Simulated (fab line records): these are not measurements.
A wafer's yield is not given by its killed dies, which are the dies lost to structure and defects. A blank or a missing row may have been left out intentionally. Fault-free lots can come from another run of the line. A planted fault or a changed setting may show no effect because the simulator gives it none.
Comparing a struck lot with a sound one || flow nand-harc || 13 out of 1302 route steps
Sound: these wafers, L776.1, L776.4, L776.6. Struck: wafer L782.1 (left out: L782.2, L782.3 of the same lot, which were not struck); the cause appears at the end.
Order at every step that has rows: each side's tool, ch and its chambers, its first start. Under that, the readings that differ: sound wafers || struck wafers || difference of the means || sigmas: that difference in standard deviations of wafers without a fault.
alike: readings whose means differ by less than 2 such deviations, and words and numbers that are the same on both sides. not compared: withheld readings, readings that some wafer has no value for, bounds like >300 that may hide the same value, and numbers for which the record gives no deviation and whose values overlap.
Wherever a step has rows on one side only, a row that says differs or no value, or a row with sigmas, the two part there. Non-overlapping numbers with no deviation appear without sigmas and do not part them. Lack of a reading on every wafer of one side parts them only where that side has two or more wafers.

first, 1 step without rows for these wafers: NHARC_A_SLIT_SRD_20.
NHARC_A_SLIT_CD_MEAS_21:
  sound on cd-sem-03 at day 23 16:14; struck on cd-sem-01 at day 26 16:51
  alike: cd-nm
then, 3 steps without rows for these wafers: NHARC_A_SIN_REMOVE_WET_00 (chemistry H3PO4, time 15300 s); NHARC_A_SIN_REMOVE_PRECLEAN_01 (cleans in SC1); NHARC_A_SIN_REMOVE_SRD_02.
NHARC_A_SIN_REMOVE_INSPECT_04:
  sound on defect-inspect-02 at day 23 22:58; struck on defect-inspect-02 at day 26 23:31
  alike: raw-defect-count
NHARC_A_WL_FILL_ALD_00: deposits Al2O3, target thk 3 nm, pulse time 3 s, ald cycles 30.
  sound on ald-hk-01 ch 0,2,3, day 23 23:04; struck on ald-hk-04 ch 2, day 26 23:37
{"reading": "heater-power-w (W)", "sound": "508 430 530", "struck": 395, "difference": -94, "sigmas": -2}
{"reading": "susceptor-temp-C (C)", "sound": "- - -", "struck": 299.77, "difference": "no value on the sound wafers", "sigmas": ""}
  alike: precursor-pulse-height-rel
NHARC_A_WL_FILL_RTA_01: time 5 s.
  sound on rtp-anneal-01 ch 0, day 23 23:17; struck on rtp-anneal-01 ch 0, day 26 23:51
  alike: lamp-power-pct, lamp_zone_2_pct, lamp_zone_5_pct, wafer_temp_C_max
NHARC_A_WL_FILL_ALD_02: deposits TiN, target thk 2 nm, pulse time 3 s, ald cycles 100.
  sound on ald-metal-02 ch 1,2, day 23 23:33; struck on ald-metal-04 ch 2, day 27 00:07
{"reading": "susceptor-temp-C (C)", "sound": "449.75 449.46 449.36", "struck": 450.37, "difference": "+0.85", "sigmas": "+4"}
  alike: heater-power-w, precursor-pulse-height-rel
NHARC_A_WL_FILL_CVD_03: deposits W, target thk 40 nm, time 279 s.
  sound on cvd-w-02 ch 0,1, day 24 00:12; struck on cvd-w-01 ch 1, day 27 00:30
{"reading": "throttle-valve-pct (%)", "sound": "7.2 7.1 7.7", "struck": 9.0, "difference": "+1.7", "sigmas": "+3"}
  alike: heater-power-w, mfc-wf6-sccm
  not compared: susceptor-temp-C
NHARC_A_WL_FILL_ETCHBACK_04: etches the open film in NF3, target depth 60 nm, time 120 s.
  sound on rie-metal-02 ch 0,1, day 24 00:31; struck on rie-metal-02 ch 1, day 27 00:54
{"reading": "run-length-s (s)", "sound": "141.8 141.5 141.7", "struck": 106.1, "difference": -35.6, "sigmas": -89}
  alike: drypump-motor-current-A, oes-product-au
  not compared: rf-hours-counter-h
NHARC_A_WL_FILL_ETCHBACK_05: etches the open film in Cl2/BCl3, target depth 22 nm, time 60 s.
  sound on rie-metal-02 ch 0,1, day 24 00:46; struck on rie-metal-02 ch 1, day 27 01:08
  alike: drypump-motor-current-A, oes-product-au, run-length-s
  not compared: rf-hours-counter-h
-- jump in the record: it breaks off in module A_WL_FILL and resumes in module END (first step shown: number 1302 of the route), and 5 days separate the struck wafers' starts before and after --
NHARC_END_SORT_01:
  the record has rows for the struck wafers here (prober-01 ch 0, day 31 19:11) and none for the sound ones

## WHERE THEY PART
At NHARC_A_WL_FILL_ALD_00 first; at NHARC_END_SORT_01 last (within this record only).

WHY: what had been put in by the simulator
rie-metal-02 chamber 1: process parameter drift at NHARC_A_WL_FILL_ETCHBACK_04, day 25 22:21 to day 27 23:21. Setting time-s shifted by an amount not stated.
